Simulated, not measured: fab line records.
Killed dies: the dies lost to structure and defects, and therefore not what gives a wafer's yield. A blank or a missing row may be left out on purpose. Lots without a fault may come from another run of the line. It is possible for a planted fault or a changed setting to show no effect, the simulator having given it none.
fab line records    flow n5-finfet
record: lots: 24  wafers: 72  last-day: 18
route steps=1938 shown FIN_SAQP@112 STI_FIN_REVEAL@191 DUMMY_GATE@232
lots that met no fault: taken from a fault-free run of the same line
start-h: the number of hours between the record's first day and the start of the first shown wafer of the lot    wait-h: hours elapsed since this lot's preceding step    " the same as in the row above    L1.1+2: several wafers, shown together as one row    - no value, or no start was given    * or withheld: withheld    < > ~ a bound
route shown NAME@n: a module of which the file shows steps, and the number in the route of the first    usual: mean/standard deviation of fault-free wafers    same: alike in all rows    chamber/n: place in a boat    sites: per-site readings    _std_site: the values' standard deviation    _edge_site: outer sites' mean less inner sites'    radius-mm: for every site, how far away it sits from the centre of the wafer    mask NAME#n: copy n    behind: the tool/chamber that last shaped the wafer    hold: the reason the lot was held/the length of the hold in hours/how it ended    device: names the non-switching transistor (n, p or np)    end of line: at the end of the route, the tests of the same wafers    for a step that has no rows: nothing shown but its recipe    killed: dies that structure and defects cost at the first sort, which is not the same as the wafer's yield    map: dies across one wafer; x = killed, . = not, _ = none there
set.NAME: the setting the step ran with; set.NAME@STEP: the setting that earlier step ran with    model.NAME: the simulator's own value behind a step, which no gauge read
steps of the route over a sample of lots; a table a step, a row a wafer
services: from which hour (start-h, from the record's first day; less than 0 if before it) a tool's chamber was out of use, for how many hours, and why
== steps ==
step: N5_FIN_SAQP_OVL_MEAS_17
recipe: points-per-wafer: 44
usual: FIN_CORE_OVL: -0.1/0.85
lot.wafer  tool        chamber  start-h  wait-h  FIN_CORE_OVL[nm]
L074.3     overlay-01  0        22.21    0.0     1.1
L074.4     "           0        "        "       -0.3
L074.6     "           0        "        "       0.2
L075.1     overlay-02  0        28.43    0.0     0.3
L075.2     "           0        "        "       -1.2
L075.4     "           0        "        "       -1.1
L076.2     overlay-02  0        33.57    0.0     0.9
L076.3     "           0        "        "       0.6
L076.4     "           0        "        "       -0.2
L077.2     overlay-01  0        39.68    0.0     0.2
L077.5     "           0        "        "       0.5
L077.6     "           0        "        "       1.4
L078.1     overlay-01  0        45.53    0.0     0.1
L078.4     "           0        "        "       0.8
L078.5     "           0        "        "       0.3
L079.3     overlay-01  0        52.26    0.0     0.1
L079.4     "           0        "        "       0.3
L079.6     "           0        "        "       1.1
L080.1     overlay-02  0        58.32    0.0     0.0
L080.3     "           0        "        "       0.7
L080.4     "           0        "        "       -1.3
L081.2     overlay-02  0        64.82    0.0     -0.9
L081.3     "           0        "        "       -0.6
L081.5     "           0        "        "       -1.0
L082.3     overlay-01  0        70.11    0.0     1.5
L082.4     "           0        "        "       2.6
L082.6     "           0        "        "       0.5
L083.4     overlay-01  0        77.28    0.0     -0.5
L083.5     "           0        "        "       -1.4
L083.6     "           0        "        "       -1.1
L084.2     overlay-01  0        81.47    0.0     -0.6
L084.4     "           0        "        "       -1.4
L084.6     "           0        "        "       -0.4
L085.1     overlay-01  0        87.65    0.0     0.8
L085.2     "           0        "        "       1.0
L085.6     "           0        "        "       1.8
L086.2     overlay-02  0        92.91    0.0     -0.1
L086.5     "           0        "        "       0.3
L086.6     "           0        "        "       -1.7
L087.2     overlay-01  0        101.91   0.0     0.2
L087.3     "           0        "        "       0.0
L087.6     "           0        "        "       1.2
L088.1     overlay-02  0        105.59   0.0     -0.2
L088.2     "           0        "        "       -0.7
L088.3     "           0        "        "       0.0
L089.2     overlay-02  0        111.64   0.0     0.3
L089.4     "           0        "        "       -0.7
L089.6     "           0        "        "       -0.5
L090.1     overlay-01  0        117.73   0.0     -0.3
L090.3     "           0        "        "       0.0
L090.5     "           0        "        "       -1.6
L091.1     overlay-02  0        124.91   0.0     -1.0
L091.2     "           0        "        "       -0.4
L091.4     "           0        "        "       -0.7
L092.1     overlay-02  0        129.18   0.0     0.1
L092.3     "           0        "        "       1.2
L092.4     "           0        "        "       -0.6
L093.1     overlay-01  0        135.69   0.0     0.1
L093.5     "           0        "        "       -0.2
L093.6     "           0        "        "       0.6
L094.2     overlay-02  0        141.99   0.0     -0.1
L094.3     "           0        "        "       0.1
L094.5     "           0        "        "       0.2
L095.1     overlay-01  0        148.16   0.0     0.2
L095.2     "           0        "        "       -0.5
L095.4     "           0        "        "       0.3
L096.4     overlay-01  0        153.34   0.0     -0.2
L096.5     "           0        "        "       0.3
L096.6     "           0        "        "       -0.4
L097.2     overlay-02  0        161.07   0.0     -0.4
L097.4     "           0        "        "       0.5
L097.5     "           0        "        "       -0.3
step: N5_FIN_SAQP_ETCH_65
recipe: chemistry: CF4  target: SiO2  target-depth-a: 40  ion-energy-ev: 350  time-s: 4.4  pressure-mtorr: 10  icp-w: 800  bias-w: 400  cf4-flow-sccm: 80
usual: drypump-motor-current-A: 5.7/0.3  oes-product-au: 0.999/0.025  throttle-valve-pct: 22.00/0.26
lot.wafer  tool       chamber  start-h  wait-h  drypump-motor-current-A  oes-product-au  rf-hours-counter-h  throttle-valve-pct
L074.3     rie-si-03  1        24.43    0.1     5.3                      0.998           6                   22.16
L074.4     "          3        "        "       5.3                      1.007           53                  22.22
L074.6     "          3        "        "       5.2                      1.002           -                   22.22
L075.1     rie-si-03  2        30.97    0.1     6.3                      0.991           54                  22.21
L075.2     "          3        "        "       5.3                      1.018           53                  22.21
L075.4     "          1        "        "       5.3                      0.999           6                   22.17
L076.2     rie-si-06  3        36.81    0.1     5.7                      1.033           25                  22.04
L076.3     "          2        "        "       5.9                      0.957           2                   21.81
L076.4     "          0        "        "       5.8                      1.018           158                 21.71
L077.2     rie-si-03  0        42.02    0.1     5.4                      1.009           154                 21.57
L077.5     "          3        "        "       5.3                      1.005           -                   22.22
L077.6     "          0        "        "       5.4                      1.022           -                   21.58
L078.1     rie-si-01  0        48.18    0.1     5.7                      1.030           53                  21.92
L078.4     "          1        "        "       5.7                      0.958           -                   22.41
L078.5     "          0        "        "       5.7                      1.033           -                   21.93
L079.3     rie-si-01  1        54.52    0.1     5.7                      0.958           154                 22.40
L079.4     "          2        "        "       6.0                      0.981           24                  21.83
L079.6     "          0        "        "       5.7                      1.039           -                   21.92
L080.1     rie-si-01  0        60.67    0.1     5.7                      1.033           53                  21.93
L080.3     "          1        "        "       5.7                      0.953           154                 22.39
L080.4     "          2        "        "       5.9                      0.966           24                  21.85
L081.2     rie-si-03  0        67.21    0.1     5.4                      1.008           155                 21.58
L081.3     "          3        "        "       5.3                      0.991           54                  22.21
L081.5     "          0        "        "       5.4                      1.023           -                   21.57
L082.3     rie-si-03  1        72.99    0.1     5.3                      0.997           7                   22.16
L082.4     "          2        "        "       6.2                      1.006           54                  22.19
L082.6     "          1        "        "       5.3                      0.995           -                   22.16
L083.4     rie-si-01  1        79.90    0.1     5.7                      0.959           155                 22.41
L083.5     "          2        "        "       6.0                      0.978           -                   21.85
L083.6     "          1        "        "       5.7                      0.970           -                   22.40
L084.2     rie-si-06  1        84.91    0.1     5.7                      1.027           41                  21.84
L084.4     "          2        "        "       5.8                      0.968           3                   21.80
L084.6     "          2        "        "       5.8                      0.974           -                   21.81
L085.1     rie-si-01  1        90.18    0.1     5.7                      0.965           155                 22.41
L085.2     "          2        "        "       6.0                      0.967           25                  21.86
L085.6     "          1        "        "       5.7                      0.973           -                   22.41
L086.2     rie-si-03  2        95.13    0.1     6.3                      0.991           55                  22.20
L086.5     "          0        "        "       5.4                      1.028           -                   21.57
L086.6     "          1        "        "       5.3                      1.002           -                   22.16
L087.2     rie-si-01  2        104.49   0.1     6.0                      0.973           25                  21.83
L087.3     "          0        "        "       5.7                      1.037           54                  21.92
L087.6     "          2        "        "       6.0                      0.964           -                   21.86
L088.1     rie-si-01  0        107.83   0.1     5.7                      1.030           54                  21.92
L088.2     "          2        "        "       5.9                      0.975           25                  21.82
L088.3     "          1        "        "       5.7                      0.968           155                 22.41
L089.2     rie-si-01  0        114.42   0.1     5.7                      1.032           54                  21.93
L089.4     "          2        "        "       5.9                      0.965           25                  21.84
L089.6     "          0        "        "       5.7                      1.023           -                   21.93
L090.1     rie-si-01  3        120.33   0.1     5.9                      1.010           1                   21.86
L090.3     "          0        "        "       5.7                      1.036           55                  21.94
L090.5     "          0        "        "       5.7                      1.036           -                   21.92
L091.1     rie-si-03  1        127.31   0.1     5.3                      1.017           8                   22.17
L091.2     "          3        "        "       5.2                      1.004           55                  22.23
L091.4     "          2        "        "       6.3                      0.990           55                  22.19
L092.1     rie-si-01  0        132.20   0.1     5.7                      1.038           55                  21.92
L092.3     "          2        "        "       6.0                      0.977           26                  21.84
L092.4     "          3        "        "       5.9                      1.009           2                   21.84
L093.1     rie-si-01  0        139.11   0.1     5.7                      1.017           55                  21.91
L093.5     "          1        "        "       5.7                      0.964           -                   22.41
L093.6     "          2        "        "       6.0                      0.971           -                   21.83
L094.2     rie-si-03  3        144.60   0.1     5.3                      1.007           55                  22.22
L094.3     "          1        "        "       5.3                      1.017           9                   22.16
L094.5     "          3        "        "       5.3                      1.022           -                   22.23
L095.1     rie-si-03  1        150.39   0.1     5.3                      1.012           9                   22.17
L095.2     "          3        "        "       5.3                      1.009           55                  22.23
L095.4     "          0        "        "       5.5                      1.021           157                 21.58
L096.4     rie-si-03  2        155.73   0.1     6.3                      0.979           56                  22.19
L096.5     "          1        "        "       5.3                      1.012           -                   22.17
L096.6     "          0        "        "       5.4                      1.017           -                   21.55
L097.2     rie-si-03  3        163.33   0.1     5.2                      0.995           55                  22.22
L097.4     "          2        "        "       6.3                      0.970           56                  22.19
L097.5     "          2        "        "       6.3                      0.983           -                   22.19
step: N5_STI_FIN_REVEAL_STRIP_24
recipe: chemistry: N2/H2  time-s: 90  power-w: 100  temp-c: 40  pressure-mtorr: 100  rf-frequency-hz: 6e+07  bias-power-w: 3  n2-flow-sccm: 300  h2-flow-sccm: 300
usual: drypump-motor-current-A: 5.8/0.39  oes-product-au: 0.76/0.09  rf-vpp-V: 45.3/0.76  showerhead-plenum-p-Torr: 3.43/0.097  throttle-valve-pct: 12.28/0.26
lot.wafer  tool         chamber  start-h  wait-h  drypump-motor-current-A  oes-product-au  rf-hours-counter-h  rf-vpp-V  showerhead-plenum-p-Torr  throttle-valve-pct
L074.3     rie-diel-05  3        33.76    0.0     6.1                      0.73            175                 46.5      3.38                      12.52
L074.4     "            0        "        "       5.4                      0.69            216                 45.9      3.37                      12.51
L074.6     "            0        "        "       5.4                      0.69            -                   45.3      3.37                      12.54
L075.1     rie-diel-05  2        41.99    0.0     5.7                      0.84            68                  45.3      3.58                      12.21
L075.2     "            0        "        "       5.4                      0.69            218                 44.2      3.37                      12.54
L075.4     "            1        "        "       6.1                      0.68            248                 46.4      3.46                      12.29
L076.2     rie-diel-05  2        47.08    0.0     5.7                      0.83            70                  46.0      3.58                      12.21
L076.3     "            1        "        "       6.1                      0.67            249                 45.0      3.46                      12.29
L076.4     "            3        "        "       6.2                      0.72            180                 44.5      3.38                      12.55
L077.2     rie-diel-05  3        51.80    0.0     6.1                      0.73            182                 45.7      3.38                      12.55
L077.5     "            2        "        "       5.7                      0.83            -                   46.1      3.58                      12.21
L077.6     "            3        "        "       6.2                      0.72            -                   44.2      3.38                      12.55
L078.1     rie-diel-04  0        58.02    0.0     5.3                      0.69            202                 45.4      3.46                      12.47
L078.4     "            1        "        "       5.4                      0.74            193                 44.4      3.51                      12.57
L078.5     "            0        "        "       5.3                      0.70            -                   45.6      3.46                      12.46
L079.3     rie-diel-04  0        64.20    0.0     5.3                      0.69            204                 45.1      3.46                      12.45
L079.4     "            3        "        "       5.3                      0.75            192                 45.3      3.34                      12.38
L079.6     "            3        "        "       5.3                      0.75            -                   44.8      3.34                      12.36
L080.1     rie-diel-04  2        69.87    0.0     5.9                      0.85            73                  46.0      3.54                      12.04
L080.3     "            0        "        "       5.3                      0.68            207                 45.0      3.46                      12.47
L080.4     "            0        "        "       5.3                      0.68            -                   45.7      3.46                      12.48
L081.2     rie-diel-06  3        77.67    0.0     5.7                      0.68            237                 46.5      3.47                      12.32
L081.3     "            2        "        "       6.4                      0.69            235                 44.2      3.45                      12.28
L081.5     "            3        "        "       5.7                      0.68            -                   45.9      3.47                      12.31
L082.3     rie-diel-04  0        83.20    0.0     5.3                      0.68            211                 45.8      3.46                      12.48
L082.4     "            1        "        "       5.4                      0.74            198                 45.1      3.51                      12.57
L082.6     "            1        "        "       5.4                      0.74            -                   46.1      3.51                      12.57
L083.4     rie-diel-06  3        89.54    0.0     5.7                      0.69            242                 45.4      3.47                      12.35
L083.5     "            2        "        "       6.4                      0.68            -                   46.5      3.44                      12.29
L083.6     "            3        "        "       5.7                      0.68            -                   45.4      3.47                      12.32
L084.2     rie-diel-05  1        94.45    0.0     6.1                      0.97            8                   44.5      3.45                      11.67
L084.4     "            3        "        "       6.2                      0.71            201                 46.8      3.37                      12.60
L084.6     "            3        "        "       6.1                      0.71            -                   43.8      3.37                      12.59
L085.1     rie-diel-06  2        99.58    0.0     6.4                      0.68            244                 44.8      3.44                      12.30
L085.2     "            1        "        "       6.5                      0.71            223                 45.6      3.45                      12.21
L085.6     "            0        "        "       5.3                      0.70            -                   45.5      3.21                      12.25
L086.2     rie-diel-06  3        104.98   0.0     5.7                      0.69            249                 44.3      3.47                      12.34
L086.5     "            2        "        "       6.4                      0.70            -                   45.7      3.44                      12.31
L086.6     "            3        "        "       5.7                      0.69            -                   45.2      3.47                      12.35
L087.2     rie-diel-05  3        114.16   0.0     6.1                      0.71            209                 45.4      3.36                      12.59
L087.3     "            1        "        "       6.1                      0.94            14                  44.6      3.45                      11.68
L087.6     "            0        "        "       5.4                      0.66            -                   44.2      3.35                      12.61
L088.1     rie-diel-06  0        117.12   0.0     5.4                      0.69            184                 45.6      3.21                      12.27
L088.2     "            2        "        "       6.4                      0.67            251                 45.8      3.44                      12.31
L088.3     "            1        "        "       6.5                      0.71            230                 45.0      3.45                      12.22
L089.2     rie-diel-04  1        124.35   0.0     5.4                      0.74            211                 43.7      3.50                      12.58
L089.4     "            0        "        "       5.3                      0.67            225                 45.1      3.45                      12.51
L089.6     "            1        "        "       5.4                      0.73            -                   45.2      3.50                      12.61
L090.1     rie-diel-04  3        129.64   0.0     5.3                      0.73            213                 44.0      3.33                      12.45
L090.3     "            0        "        "       5.3                      0.67            227                 45.3      3.45                      12.52
L090.5     "            3        "        "       5.4                      0.73            -                   45.4      3.33                      12.42
L091.1     rie-diel-06  0        136.98   0.0     5.4                      0.69            194                 44.2      3.20                      12.27
L091.2     "            3        "        "       5.7                      0.95            6                   44.5      3.46                      11.74
L091.4     "            1        "        "       6.5                      0.71            -                   45.8      3.44                      12.25
L092.1     rie-diel-06  2        141.77   0.0     6.4                      0.99            0                   43.9      3.44                      11.68
L092.3     "            0        "        "       5.4                      0.70            196                 45.9      3.20                      12.30
L092.4     "            1        "        "       6.5                      0.70            243                 44.0      3.44                      12.26
L093.1     rie-diel-05  1        148.39   0.0     6.1                      0.93            28                  45.5      3.44                      11.73
L093.5     "            1        "        "       6.1                      0.92            -                   45.1      3.44                      11.74
L093.6     "            0        "        "       5.4                      0.96            -                   45.5      3.35                      12.01
L094.2     rie-diel-05  0        154.23   0.0     5.4                      0.95            5                   44.4      3.35                      12.01
L094.3     "            2        "        "       5.7                      0.78            115                 45.6      3.56                      12.32
L094.5     "            2        "        "       5.7                      0.79            -                   44.3      3.56                      12.31
L095.1     rie-diel-05  1        159.45   0.0     6.1                      0.90            32                  46.1      3.44                      11.73
L095.2     "            3        "        "       6.1                      0.69            226                 45.6      3.35                      12.65
L095.4     "            0        "        "       5.4                      0.93            7                   44.6      3.34                      12.01
L096.4     rie-diel-05  2        167.38   0.0     5.7                      0.77            -                   45.5      3.56                      12.32
L096.5     "            1        "        "       6.1                      0.90            -                   46.0      3.44                      11.75
L096.6     "            3        "        "       6.2                      0.69            -                   45.6      3.35                      12.66
L097.2     rie-diel-05  1        173.34   0.0     6.1                      0.91            37                  46.3      3.44                      11.76
L097.4     "            2        "        "       5.8                      0.78            122                 45.2      3.55                      12.33
L097.5     "            2        "        "       5.7                      0.78            -                   45.3      3.55                      12.33
step: N5_DUMMY_GATE_OVL_MEAS_16
recipe: points-per-wafer: 522
usual: GATE_OVL: -0.7/0.54
lot.wafer  tool        chamber  start-h  wait-h  GATE_OVL[nm]
L074.3     overlay-02  0        46.49    0.0     -1.1
L074.4     "           0        "        "       -1.0
L074.6     "           0        "        "       -1.5
L075.1     overlay-01  0        54.12    0.0     -1.0
L075.2     "           0        "        "       -1.8
L075.4     "           0        "        "       -1.0
L076.2     overlay-02  0        60.69    0.0     -0.3
L076.3     "           0        "        "       -0.9
L076.4     "           0        "        "       -0.9
L077.2     overlay-01  0        63.35    0.0     -0.9
L077.5     "           0        "        "       -0.4
L077.6     "           0        "        "       -1.4
L078.1     overlay-02  0        69.53    0.0     0.0
L078.4     "           0        "        "       -0.2
L078.5     "           0        "        "       -0.2
L079.3     overlay-01  0        77.67    0.0     0.7
L079.4     "           0        "        "       0.0
L079.6     "           0        "        "       -0.4
L080.1     overlay-02  0        81.41    0.0     -0.8
L080.3     "           0        "        "       -1.1
L080.4     "           0        "        "       -0.8
L081.2     overlay-02  0        89.20    0.0     -0.9
L081.3     "           0        "        "       0.0
L081.5     "           0        "        "       -0.2
L082.3     overlay-01  0        98.60    0.0     -1.0
L082.4     "           0        "        "       -1.1
L082.6     "           0        "        "       -1.1
L083.4     overlay-01  0        101.18   0.0     -0.2
L083.5     "           0        "        "       -0.6
L083.6     "           0        "        "       0.1
L084.2     overlay-02  0        108.36   0.0     -0.5
L084.4     "           0        "        "       -0.2
L084.6     "           0        "        "       -0.4
L085.1     overlay-01  0        111.08   0.0     -1.9
L085.2     "           0        "        "       -1.0
L085.6     "           0        "        "       0.3
L086.2     overlay-01  0        121.54   0.0     0.3
L086.5     "           0        "        "       -1.0
L086.6     "           0        "        "       0.2
L087.2     overlay-02  0        126.01   0.0     -0.9
L087.3     "           0        "        "       -0.9
L087.6     "           0        "        "       -0.6
L088.1     overlay-01  0        131.30   0.0     -0.7
L088.2     "           0        "        "       -1.2
L088.3     "           0        "        "       -1.2
L089.2     overlay-01  0        138.18   0.0     0.1
L089.4     "           0        "        "       -0.9
L089.6     "           0        "        "       -1.0
L090.1     overlay-02  0        141.35   0.0     -1.1
L090.3     "           0        "        "       -1.0
L090.5     "           0        "        "       0.4
L091.1     overlay-02  0        148.93   0.0     -0.5
L091.2     "           0        "        "       -0.9
L091.4     "           0        "        "       -0.1
L092.1     overlay-02  0        153.30   0.0     -0.9
L092.3     "           0        "        "       0.2
L092.4     "           0        "        "       -1.2
L093.1     overlay-01  0        161.77   0.0     -0.1
L093.5     "           0        "        "       -0.5
L093.6     "           0        "        "       -0.1
L094.2     overlay-02  0        165.90   0.0     -2.4
L094.3     "           0        "        "       -0.6
L094.5     "           0        "        "       -0.3
L095.1     overlay-02  0        171.10   0.0     -1.1
L095.2     "           0        "        "       -0.3
L095.4     "           0        "        "       -0.8
L096.4     overlay-01  0        181.48   0.0     -1.3
L096.5     "           0        "        "       -1.1
L096.6     "           0        "        "       -1.1
L097.2     overlay-01  0        185.03   0.0     -1.4
L097.4     "           0        "        "       -0.7
L097.5     "           0        "        "       -0.7
step: N5_DUMMY_GATE_ETCH_37
recipe: chemistry: N2/H2  target: SOC  target-depth-a: 600  overetch-a: 300  temp-c: 40  ion-energy-ev: 200  pressure-mtorr: 30  source-w: 840  bias-w: 150  n2-flow-sccm: 200  h2-flow-sccm: 200
usual: drypump-motor-current-A: 6.0/0.36  oes-product-au: 0.61/0.066  rf-vpp-V: 523.3/2.4  showerhead-plenum-p-Torr: 2.51/0.077  throttle-valve-pct: 17.81/0.27
lot.wafer  tool         chamber  start-h  wait-h  drypump-motor-current-A  oes-product-au  rf-hours-counter-h  rf-vpp-V  showerhead-plenum-p-Torr  throttle-valve-pct
L074.3     rie-diel-01  0        46.72    0.0     6.2                      0.57            219                 526.3     2.58                      17.71
L074.4     "            2        "        "       6.1                      0.60            120                 527.3     2.65                      17.90
L074.6     "            1        "        "       6.0                      0.54            -                   521.8     2.50                      18.06
L075.1     rie-diel-01  0        54.79    0.0     6.2                      0.57            221                 527.6     2.58                      17.73
L075.2     "            2        "        "       6.0                      0.59            122                 526.4     2.65                      17.91
L075.4     "            1        "        "       6.1                      0.54            250                 523.6     2.50                      18.07
L076.2     rie-diel-02  2        60.93    0.0     5.7                      0.55            207                 520.6     2.42                      18.18
L076.3     "            0        "        "       6.7                      0.75            13                  524.4     2.60                      17.23
L076.4     "            3        "        "       5.8                      0.61            143                 522.4     2.44                      17.65
L077.2     rie-diel-03  2        63.69    0.0     6.6                      0.59            180                 523.3     2.53                      17.83
L077.5     "            3        "        "       6.4                      0.58            -                   526.0     2.63                      17.84
L077.6     "            2        "        "       6.6                      0.59            -                   522.4     2.52                      17.83
L078.1     rie-diel-02  3        69.89    0.0     5.9                      0.61            147                 521.9     2.44                      17.65
L078.4     "            2        "        "       5.7                      0.55            210                 519.2     2.42                      18.18
L078.5     "            3        "        "       5.9                      0.62            -                   521.3     2.44                      17.66
L079.3     rie-diel-01  3        77.90    0.0     5.9                      0.59            170                 521.9     2.53                      17.94
L079.4     "            2        "        "       6.0                      0.59            -                   526.5     2.64                      17.93
L079.6     "            0        "        "       6.2                      0.56            -                   525.1     2.58                      17.75
L080.1     rie-diel-02  1        81.64    0.0     5.8                      0.60            127                 522.0     2.43                      17.98
L080.3     "            0        "        "       6.7                      0.74            20                  526.6     2.60                      17.25
L080.4     "            2        "        "       5.7                      0.54            214                 518.7     2.41                      18.20
L081.2     rie-diel-03  1        89.43    0.0     5.8                      0.54            235                 522.6     2.51                      17.85
L081.3     "            3        "        "       6.4                      0.58            181                 526.5     2.63                      17.83
L081.5     "            2        "        "       6.6                      0.59            -                   523.3     2.52                      17.84
L082.3     rie-diel-02  1        98.92    0.0     5.7                      0.60            131                 522.7     2.43                      17.98
L082.4     "            0        "        "       6.7                      0.72            26                  526.3     2.59                      17.26
L082.6     "            0        "        "       6.7                      0.72            -                   526.0     2.59                      17.25
L083.4     rie-diel-03  3        101.39   0.0     6.4                      0.57            185                 526.2     2.62                      17.84
L083.5     "            2        "        "       6.6                      0.59            -                   522.1     2.52                      17.83
L083.6     "            3        "        "       6.4                      0.57            -                   526.0     2.62                      17.84
L084.2     rie-diel-01  3        108.62   0.0     5.9                      0.59            180                 522.4     2.53                      17.95
L084.4     "            2        "        "       6.0                      0.59            141                 527.8     2.64                      17.94
L084.6     "            3        "        "       5.9                      0.58            -                   523.7     2.53                      17.96
L085.1     rie-diel-02  3        111.32   0.0     5.9                      0.61            162                 520.9     2.44                      17.69
L085.2     "            0        "        "       6.7                      0.72            30                  526.2     2.59                      17.25
L085.6     "            0        "        "       6.7                      0.71            -                   524.8     2.59                      17.26
L086.2     rie-diel-02  1        121.83   0.0     5.7                      0.60            139                 521.2     2.42                      18.02
L086.5     "            1        "        "       5.8                      0.60            -                   522.3     2.42                      18.02
L086.6     "            0        "        "       6.7                      0.71            -                   526.3     2.59                      17.25
L087.2     rie-diel-02  0        126.24   0.0     6.7                      0.72            34                  526.5     2.59                      17.26
L087.3     "            3        "        "       5.9                      0.60            167                 520.2     2.44                      17.70
L087.6     "            3        "        "       5.9                      0.60            -                   519.5     2.44                      17.70
L088.1     rie-diel-02  0        131.53   0.0     6.7                      0.71            36                  524.9     2.59                      17.28
L088.2     "            1        "        "       5.7                      0.59            142                 521.5     2.42                      18.00
L088.3     "            3        "        "       5.8                      0.59            168                 521.6     2.43                      17.70
L089.2     rie-diel-03  1        138.41   0.0     5.8                      0.54            249                 522.8     2.50                      17.88
L089.4     "            2        "        "       6.6                      0.58            202                 522.6     2.52                      17.86
L089.6     "            1        "        "       5.8                      0.54            -                   522.0     2.50                      17.90
L090.1     rie-diel-01  3        141.67   0.0     5.9                      0.58            189                 523.4     2.53                      17.97
L090.3     "            2        "        "       6.0                      0.58            150                 526.7     2.64                      17.96
L090.5     "            1        "        "       6.0                      0.74            -                   522.5     2.49                      17.75
L091.1     rie-diel-01  1        149.31   0.0     6.1                      0.73            20                  524.3     2.49                      17.77
L091.2     "            2        "        "       6.0                      0.58            153                 526.7     2.63                      17.94
L091.4     "            1        "        "       6.0                      0.73            -                   523.8     2.49                      17.74
L092.1     rie-diel-02  0        153.53   0.0     6.7                      0.71            43                  525.8     2.59                      17.27
L092.3     "            1        "        "       5.7                      0.59            150                 520.8     2.42                      18.04
L092.4     "            2        "        "       5.7                      0.54            235                 519.8     2.41                      18.24
L093.1     rie-diel-03  1        162.01   0.0     5.9                      0.79            0                   523.3     2.50                      17.46
L093.5     "            2        "        "       6.6                      0.58            -                   523.5     2.51                      17.88
L093.6     "            0        "        "       5.2                      0.63            -                   522.0     2.55                      17.61
L094.2     rie-diel-02  2        166.15   0.0     5.7                      0.53            239                 519.7     2.40                      18.24
L094.3     "            0        "        "       6.7                      0.69            48                  524.9     2.59                      17.30
L094.5     "            2        "        "       5.7                      0.53            -                   519.6     2.40                      18.24
L095.1     rie-diel-01  1        171.33   0.0     6.1                      0.72            27                  522.6     2.49                      17.76
L095.2     "            3        "        "       5.9                      0.57            200                 523.7     2.52                      17.99
L095.4     "            2        "        "       6.0                      0.58            160                 525.9     2.63                      17.97
L096.4     rie-diel-01  0        181.69   0.0     6.2                      0.74            8                   526.7     2.57                      17.31
L096.5     "            0        "        "       6.2                      0.75            -                   525.3     2.57                      17.31
L096.6     "            1        "        "       6.1                      0.72            -                   521.2     2.49                      17.76
L097.2     rie-diel-02  1        185.51   0.0     5.7                      0.58            160                 518.6     2.41                      18.04
L097.4     "            0        "        "       6.7                      0.68            54                  524.8     2.58                      17.31
L097.5     "            3        "        "       5.9                      0.59            -                   521.7     2.43                      17.72
step: N5_DUMMY_GATE_CD_MEAS_50
recipe: target-cd-nm: 14
usual: cd-nm: 13.9/0.46
lot.wafer  tool       chamber  start-h  wait-h  cd-nm
L074.3     cd-sem-03  -        46.95    0.0     13.9
L074.4     "          -        "        "       14.0
L074.6     "          -        "        "       13.9
L075.1     cd-sem-03  -        55.14    0.0     13.5
L075.2     "          -        "        "       13.9
L075.4     "          -        "        "       13.9
L076.2     cd-sem-02  -        61.16    0.0     13.8
L076.3     "          -        "        "       14.4
L076.4     "          -        "        "       14.1
L077.2     cd-sem-03  -        63.93    0.0     14.1
L077.5     "          -        "        "       13.4
L077.6     "          -        "        "       13.6
L078.1     cd-sem-01  -        70.12    0.0     14.0
L078.4     "          -        "        "       14.0
L078.5     "          -        "        "       14.0
L079.3     cd-sem-02  -        78.13    0.0     13.3
L079.4     "          -        "        "       13.9
L079.6     "          -        "        "       13.4
L080.1     cd-sem-01  -        81.87    0.0     13.3
L080.3     "          -        "        "       13.7
L080.4     "          -        "        "       13.0
L081.2     cd-sem-03  -        89.67    0.0     14.9
L081.3     "          -        "        "       14.7
L081.5     "          -        "        "       14.2
L082.3     cd-sem-01  -        99.20    0.0     13.7
L082.4     "          -        "        "       14.0
L082.6     "          -        "        "       13.9
L083.4     cd-sem-02  -        101.63   0.0     14.2
L083.5     "          -        "        "       14.6
L083.6     "          -        "        "       13.8
L084.2     cd-sem-02  -        108.87   0.0     14.3
L084.4     "          -        "        "       14.3
L084.6     "          -        "        "       14.1
L085.1     cd-sem-02  -        111.55   0.0     13.7
L085.2     "          -        "        "       14.3
L085.6     "          -        "        "       13.2
L086.2     cd-sem-03  -        122.08   0.0     14.3
L086.5     "          -        "        "       14.3
L086.6     "          -        "        "       13.4
L087.2     cd-sem-03  -        126.48   0.0     13.5
L087.3     "          -        "        "       13.8
L087.6     "          -        "        "       13.4
L088.1     cd-sem-02  -        131.77   0.0     13.8
L088.2     "          -        "        "       14.6
L088.3     "          -        "        "       14.2
L089.2     cd-sem-03  -        138.64   0.0     13.6
L089.4     "          -        "        "       13.9
L089.6     "          -        "        "       14.3
L090.1     cd-sem-03  -        141.90   0.0     14.6
L090.3     "          -        "        "       14.1
L090.5     "          -        "        "       15.0
L091.1     cd-sem-02  -        149.56   0.0     13.9
L091.2     "          -        "        "       13.6
L091.4     "          -        "        "       13.4
L092.1     cd-sem-01  -        153.92   0.0     13.6
L092.3     "          -        "        "       14.4
L092.4     "          -        "        "       14.2
L093.1     cd-sem-02  -        162.24   0.0     14.0
L093.5     "          -        "        "       13.6
L093.6     "          -        "        "       13.7
L094.2     cd-sem-02  -        166.38   0.0     13.2
L094.3     "          -        "        "       13.5
L094.5     "          -        "        "       13.8
L095.1     cd-sem-03  -        171.56   0.0     13.9
L095.2     "          -        "        "       13.8
L095.4     "          -        "        "       14.2
L096.4     cd-sem-02  -        182.15   0.0     13.2
L096.5     "          -        "        "       13.8
L096.6     "          -        "        "       14.4
L097.2     cd-sem-03  -        185.82   0.0     14.7
L097.4     "          -        "        "       13.3
L097.5     "          -        "        "       15.0
== services ==
tool         chamber  start-h  hours  kind
rie-diel-04  2        4.62     4.7    repair
rie-diel-05  2        6.96     11.9   repair
rie-diel-06  -        7.59     0.5    repair
rie-si-06    1        10.81    3.1    repair
rie-si-06    3        11.29    1.4    repair
rie-diel-04  1        14.27    5.7    repair
rie-si-01    2        16.91    5.6    repair
rie-diel-04  2        24.36    1.3    repair
rie-diel-04  3        33.53    8.9    repair
rie-diel-02  1        37.33    11.9   repair
rie-diel-04  3        43.63    2.5    repair
rie-diel-02  -        53.57    1.2    repair
rie-diel-06  3        59.63    11.1   repair
rie-diel-04  1        64.66    7.4    repair
rie-diel-06  0        80.80    5.8    repair
rie-diel-05  1        102.88   4.1    repair
rie-diel-02  2        114.71   9.7    repair
rie-si-06    -        117.72   15.6   pm
rie-diel-02  3        159.82   13.2   repair
rie-diel-05  0        167.07   5.0    repair
rie-si-03    2        170.96   24.4   repair
rie-diel-04  2        175.54   3.6    repair
rie-diel-05  1        183.42   12.0   repair
rie-diel-01  -        185.38   2.8    pm
== key ==
fault none
